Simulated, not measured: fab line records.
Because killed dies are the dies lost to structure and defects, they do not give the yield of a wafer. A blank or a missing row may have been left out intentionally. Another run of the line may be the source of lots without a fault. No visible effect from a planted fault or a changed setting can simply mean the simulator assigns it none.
fab line records -- flow nand-harc
record lots=14, wafers=42, last-day=33
route steps=1302 shown A_DECK1_JOINT@542 A_ONON_D2@554
lots that met no fault: taken from a fault-free run of the same line
start-h: start of the lot's first displayed wafer, in hours after the record's first day -- wait-h: hours from the lot's prior step to this one -- " the same as in the row above -- L1.1+2: a single row standing in for several wafers -- - value missing, or start not given -- * or withheld: withheld -- < > ~ a bound
route shown NAME@n: names a module that has steps shown in the file, with the first one's number in the route -- usual: mean/standard deviation taken from wafers without a fault -- same: alike in all rows -- chamber/n: place in a boat -- sites: readings site by site -- _std_site: standard deviation across them -- _edge_site: outer sites' mean less inner sites' -- radius-mm: how far each site lies from the wafer's centre -- mask NAME#n: copy n -- behind: tool/chamber where the wafer was last shaped -- hold: cause of the lot's hold/its duration in hours/its outcome -- device: the transistor (n, p or np) that didn't switch -- end of line: at the end of the route, the tests of the same wafers -- a step with no rows: only its recipe -- killed: the dies lost at the first sort to structure and to defects; this is not the yield of the wafer -- map: the dies of a wafer, with x for killed, . for not killed, _ for no die there
set.NAME: the run value of the setting; set.NAME@STEP: its run value at that earlier step -- model.NAME: the simulator's own value behind a step, which no gauge read
a sample of lots followed through the steps of the route, with each step as a table and each wafer as a row
services: a tool's chamber out of use, with start hour (start-h, from the record's first day; less than 0 if before it), hours out, and reason
## steps
# step NHARC_A_DECK1_JOINT_DEP_16
# recipe target-thk-a=450, temp-c=400, pressure-torr=6.5, rf-w=900, teos-flow-sccm=161.4, flow-sccm=2650, target-thk-nm=45, gas=O2, material=SiO2
# usual flow-sccm=2649/7.6, heater-power-w=531/93, rf-fwd-power-W=896/3.1, throttle-valve-pct=15.9/0.86
lot.wafer,tool,chamber,start-h,wait-h,flow-sccm,heater-power-w,rf-fwd-power-W,throttle-valve-pct
L682.3,pecvd-04,1,287.47,0.1,2660,632,897,15.4
L682.2,pecvd-04,0,287.47,0.1,2663,594,893,15.7
L682.6,pecvd-04,1,287.47,0.1,2662,637,894,15.3
L686.3,pecvd-03,2,319.81,0.1,2661,583,897,15.8
L686.1,pecvd-03,1,319.81,0.1,2656,602,896,15.8
L686.6,pecvd-03,0,319.81,0.1,2661,576,892,15.2
L687.2,pecvd-01,2,326.80,0.1,2653,443,895,14.4
L687.1,pecvd-01,1,326.80,0.1,2640,535,900,16.5
L687.6,pecvd-01,1,326.80,0.1,2644,520,892,16.9
L689.3,pecvd-03,2,343.79,0.1,2636,662,894,15.9
L689.1,pecvd-03,0,343.79,0.1,2641,672,892,15.1
L689.2,pecvd-03,1,343.79,0.1,2650,470,894,15.6
L688.3,pecvd-04,1,348.96,0.1,2637,522,895,15.0
L688.1,pecvd-04,2,348.96,0.1,2653,758,900,17.0
L688.4,pecvd-04,1,348.96,0.1,2644,496,897,15.0
L690.3,pecvd-04,1,361.94,0.1,2649,541,893,15.2
L690.4,pecvd-04,0,361.94,0.1,2644,540,893,16.0
L690.5,pecvd-04,1,361.94,0.1,2656,544,899,15.0
L691.2,pecvd-01,0,380.18,0.1,2659,459,897,16.3
L691.3,pecvd-01,1,380.18,0.1,2636,478,893,16.8
L691.6,pecvd-01,0,380.18,0.1,2646,463,900,16.2
L693.1,pecvd-01,2,383.09,0.1,2643,421,901,14.5
L693.4,pecvd-01,2,383.09,0.1,2645,411,898,14.5
L693.5,pecvd-01,0,383.09,0.1,2642,349,895,16.1
L694.2,pecvd-03,1,416.49,0.1,2648,544,892,16.3
L694.5,pecvd-03,2,416.49,0.1,2645,682,896,15.8
L694.4,pecvd-03,1,416.49,0.1,2646,539,894,16.3
L699.1,pecvd-01,1,448.85,0.1,2644,506,896,17.1
L699.2,pecvd-01,0,448.85,0.1,2651,414,896,16.6
L699.4,pecvd-01,0,448.85,0.1,2639,412,896,16.3
L698.3,pecvd-01,0,450.16,0.1,2652,355,898,16.4
L698.1,pecvd-01,1,450.16,0.1,2644,486,896,17.1
L698.4,pecvd-01,1,450.16,0.1,2664,488,896,17.0
L700.3,pecvd-01,1,455.67,0.1,2652,540,891,17.1
L700.2,pecvd-01,2,455.67,0.1,2647,510,896,14.5
L700.4,pecvd-01,1,455.67,0.1,2648,537,895,17.1
L703.4,pecvd-03,0,487.92,0.2,2659,620,890,15.3
L703.5,pecvd-03,1,487.92,0.2,2649,573,895,16.6
L703.6,pecvd-03,2,487.92,0.2,2653,661,900,16.4
L704.1,pecvd-01,2,508.73,0.1,2643,558,897,14.5
L704.4,pecvd-01,2,508.73,0.1,2643,570,896,14.7
L704.6,pecvd-01,0,508.73,0.1,2646,397,892,16.4
# step NHARC_A_DECK1_JOINT_THK_MEAS_17
# recipe thk-meas-gauge=ellipsometry
# usual thk-nm=44.9/1.3
lot.wafer,tool,chamber,start-h,wait-h,thk-nm
L682.2,film-metro-02,-,287.76,0.2,43.9
L682.3,film-metro-02,-,287.76,0.2,44.6
L682.6,film-metro-02,-,287.76,0.2,46.2
L686.1,film-metro-02,-,320.09,0.2,44.8
L686.3,film-metro-02,-,320.09,0.2,45.8
L686.6,film-metro-02,-,320.09,0.2,44.5
L687.1,film-metro-01,-,327.17,0.3,43.5
L687.2,film-metro-01,-,327.17,0.3,44.4
L687.6,film-metro-01,-,327.17,0.3,45.6
L689.1,film-metro-01,-,344.07,0.2,44.6
L689.2,film-metro-01,-,344.07,0.2,45.1
L689.3,film-metro-01,-,344.07,0.2,44.5
L688.1,film-metro-02,-,349.24,0.2,47.2
L688.3,film-metro-02,-,349.24,0.2,43.5
L688.4,film-metro-02,-,349.24,0.2,46.1
L690.3,film-metro-02,-,362.20,0.2,45.8
L690.4,film-metro-02,-,362.20,0.2,46.2
L690.5,film-metro-02,-,362.20,0.2,45.1
L691.2,film-metro-01,-,380.43,0.2,43.5
L691.3,film-metro-01,-,380.43,0.2,44.1
L691.6,film-metro-01,-,380.43,0.2,45.5
L693.1,film-metro-01,-,383.34,0.2,44.3
L693.4,film-metro-01,-,383.34,0.2,44.0
L693.5,film-metro-01,-,383.34,0.2,45.0
L694.2,film-metro-02,-,416.71,0.2,44.2
L694.4,film-metro-02,-,416.71,0.2,45.2
L694.5,film-metro-02,-,416.71,0.2,44.2
L699.1,film-metro-02,-,449.13,0.3,44.6
L699.2,film-metro-02,-,449.13,0.3,44.7
L699.4,film-metro-02,-,449.13,0.3,43.0
L698.1,film-metro-02,-,450.44,0.2,43.0
L698.3,film-metro-02,-,450.44,0.2,45.6
L698.4,film-metro-02,-,450.44,0.2,45.3
L700.2,film-metro-01,-,455.92,0.2,43.9
L700.3,film-metro-01,-,455.92,0.2,44.1
L700.4,film-metro-01,-,455.92,0.2,45.8
L703.4,film-metro-01,-,488.12,0.2,44.8
L703.5,film-metro-01,-,488.12,0.2,44.1
L703.6,film-metro-01,-,488.12,0.2,45.5
L704.1,film-metro-02,-,508.98,0.2,45.1
L704.4,film-metro-02,-,508.98,0.2,47.1
L704.6,film-metro-02,-,508.98,0.2,44.3
# step NHARC_A_ONON_D2_THK_MEAS_14
# recipe thk-meas-gauge=ellipsometry
# usual thk-nm=1001/9.4
lot.wafer,tool,chamber,start-h,wait-h,thk-nm
L682.2,film-metro-01,-,290.63,-,1010
L682.3,film-metro-01,-,290.63,-,1011
L682.6,film-metro-01,-,290.63,-,1011
L686.1,film-metro-02,-,322.96,-,992
L686.3,film-metro-02,-,322.96,-,992
L686.6,film-metro-02,-,322.96,-,991
L687.1,film-metro-01,-,330.04,-,994
L687.2,film-metro-01,-,330.04,-,995
L687.6,film-metro-01,-,330.04,-,995
L689.1,film-metro-01,-,346.97,-,998
L689.2,film-metro-01,-,346.97,-,1000
L689.3,film-metro-01,-,346.97,-,998
L688.1,film-metro-01,-,352.11,-,994
L688.3,film-metro-01,-,352.11,-,993
L688.4,film-metro-01,-,352.11,-,993
L690.3,film-metro-02,-,365.07,-,1000
L690.4,film-metro-02,-,365.07,-,997
L690.5,film-metro-02,-,365.07,-,998
L691.2,film-metro-01,-,383.32,-,1003
L691.3,film-metro-01,-,383.32,-,1002
L691.6,film-metro-01,-,383.32,-,1004
L693.1,film-metro-01,-,386.26,-,1009
L693.4,film-metro-01,-,386.26,-,1007
L693.5,film-metro-01,-,386.26,-,1008
L694.2,film-metro-02,-,419.82,-,1012
L694.4,film-metro-02,-,419.82,-,1010
L694.5,film-metro-02,-,419.82,-,1009
L699.1,film-metro-02,-,452.01,-,1009
L699.2,film-metro-02,-,452.01,-,1008
L699.4,film-metro-02,-,452.01,-,1009
L698.1,film-metro-01,-,453.31,-,1006
L698.3,film-metro-01,-,453.31,-,1007
L698.4,film-metro-01,-,453.31,-,1006
L700.2,film-metro-01,-,458.80,-,1003
L700.3,film-metro-01,-,458.80,-,1002
L700.4,film-metro-01,-,458.80,-,1001
L703.4,film-metro-02,-,491.01,-,1000
L703.5,film-metro-02,-,491.01,-,999
L703.6,film-metro-02,-,491.01,-,1001
L704.1,film-metro-02,-,511.87,-,997
L704.4,film-metro-02,-,511.87,-,996
L704.6,film-metro-02,-,511.87,-,997
# step NHARC_A_ONON_D2_DEP_19
# recipe target-thk-a=10000, n2-flow-sccm=2750, n2o-flow-sccm=2000, nh3-flow-sccm=500, sih4-flow-sccm=210, temp-c=400
lot.wafer,tool,chamber,start-h,wait-h
L682.2+3+6,pecvd-onon-04,0,298.18,0.1
L686.1+3+6,pecvd-onon-04,0,330.99,0.1
L687.1+2+6,pecvd-onon-04,0,337.45,0.1
L689.1+2+3,pecvd-onon-03,0,354.84,0.1
L688.1+3+4,pecvd-onon-04,0,359.49,0.1
L690.3+4+5,pecvd-onon-04,0,372.95,0.2
L693.1+4+5,pecvd-onon-03,0,394.96,0.1
L691.2+3+6,pecvd-onon-01,0,395.02,0.1
L694.2+4+5,pecvd-onon-01,0,428.29,0.2
L699.1+2+4,pecvd-onon-03,0,459.75,0.1
L698.1+3+4,pecvd-onon-04,0,459.75,0.1
L700.2+3+4,pecvd-onon-04,0,467.60,0.1
L703.4+5+6,pecvd-onon-01,0,498.57,0.2
L704.1+4+6,pecvd-onon-03,0,520.26,0.1
# step NHARC_A_ONON_D2_THK_MEAS_21
# recipe thk-meas-gauge=ellipsometry
# usual thk-nm=1001/9.5
lot.wafer,tool,chamber,start-h,wait-h,thk-nm
L682.2,film-metro-02,-,298.63,-,983
L682.3,film-metro-02,-,298.63,-,982
L682.6,film-metro-02,-,298.63,-,984
L686.1,film-metro-01,-,331.50,-,1008
L686.3,film-metro-01,-,331.50,-,1009
L686.6,film-metro-01,-,331.50,-,1008
L687.1,film-metro-02,-,337.96,-,1002
L687.2,film-metro-02,-,337.96,-,1002
L687.6,film-metro-02,-,337.96,-,1002
L689.1,film-metro-02,-,355.35,-,984
L689.2,film-metro-02,-,355.35,-,985
L689.3,film-metro-02,-,355.35,-,985
L688.1,film-metro-02,-,360.01,-,965
L688.3,film-metro-02,-,360.01,-,965
L688.4,film-metro-02,-,360.01,-,964
L690.3,film-metro-02,-,373.35,-,961
L690.4,film-metro-02,-,373.35,-,958
L690.5,film-metro-02,-,373.35,-,959
L693.1,film-metro-01,-,395.46,-,1002
L693.4,film-metro-01,-,395.46,-,1001
L693.5,film-metro-01,-,395.46,-,1001
L691.2,film-metro-02,-,395.47,-,1000
L691.3,film-metro-02,-,395.47,-,997
L691.6,film-metro-02,-,395.47,-,999
L694.2,film-metro-01,-,428.74,-,999
L694.4,film-metro-01,-,428.74,-,999
L694.5,film-metro-01,-,428.74,-,998
L698.1,film-metro-02,-,460.26,-,1000
L698.3,film-metro-02,-,460.26,-,1001
L698.4,film-metro-02,-,460.26,-,1005
L699.1,film-metro-01,-,460.26,-,1026
L699.2,film-metro-01,-,460.26,-,1027
L699.4,film-metro-01,-,460.26,-,1026
L700.2,film-metro-02,-,468.05,-,995
L700.3,film-metro-02,-,468.05,-,997
L700.4,film-metro-02,-,468.05,-,996
L703.4,film-metro-02,-,498.91,-,1004
L703.5,film-metro-02,-,498.91,-,1003
L703.6,film-metro-02,-,498.91,-,1003
L704.1,film-metro-01,-,520.78,-,1006
L704.4,film-metro-01,-,520.78,-,1006
L704.6,film-metro-01,-,520.78,-,1008
## services
tool,chamber,start-h,hours,kind
pecvd-04,-,269.00,13.0,pm
pecvd-onon-01,-,269.00,13.0,pm
pecvd-onon-04,-,311.08,13.0,pm
pecvd-01,-,311.32,13.0,pm
pecvd-01,0,311.32,17.7,vent-cycle
pecvd-01,1,311.32,13.0,vent-cycle
pecvd-01,2,311.32,13.0,vent-cycle
pecvd-01,1,324.32,-,clean
pecvd-01,2,324.32,-,clean
pecvd-onon-01,-,361.73,5.8,repair
pecvd-03,-,366.40,13.0,pm
pecvd-onon-03,-,408.20,13.0,pm
pecvd-04,-,450.00,13.0,pm
pecvd-onon-01,-,450.00,13.0,pm
pecvd-onon-04,-,492.08,13.0,pm
pecvd-01,-,492.32,13.0,pm
pecvd-01,0,492.32,13.0,vent-cycle
pecvd-01,1,492.32,13.0,vent-cycle
pecvd-01,2,492.32,13.0,vent-cycle
pecvd-04,0,495.91,13.2,repair
pecvd-01,0,505.32,-,clean
pecvd-01,1,505.32,-,clean
pecvd-01,2,505.32,-,clean
pecvd-04,2,517.87,4.0,repair
## key
first-sign step=NHARC_A_ONON_D2_THK_MEAS_21, reading=thk-nm, direction=down, sigmas=4.1, usual=1001, struck=962
effect none on later readings
met-at NHARC_A_ONON_D2_DEP_19
struck-lots L688,L690
later-rows-left-out L688.1,L688.3,L688.4,L690.3,L690.4,L690.5
sort-left-out L688.1,L688.3,L688.4,L690.3,L690.4,L690.5
tester-left-out L688,L690
not-acting-at NHARC_A_DECK1_JOINT_DEP_16,NHARC_A_DECK1_JOINT_THK_MEAS_17,NHARC_A_ONON_D2_THK_MEAS_14
onset-between 337.45 359.49
fault kind=process-parameter-drift, tool=pecvd-onon-04, chamber=-, onset-h=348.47, steps=NHARC_A_ONON_D2_DEP_19, channel=target-thk-a, offset=*, shape=step, end-h=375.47, acts-in=*, stated=*
# tester-left-out: of these lots the tester's yield and bins aren't shown, on N5 and GAA mostly nor the transistor test; their killed dies are dies lost to structure and defects alone, not to doping, threshold or leakage, so they don't give the yield
# sort-left-out: the simulated sort isn't trusted on such a fault, so these wafers' sort isn't shown, and their yield isn't known
# later-rows-left-out: the simulator's readings of these wafers behind a module that went badly wrong aren't trusted and aren't shown, but for the sort
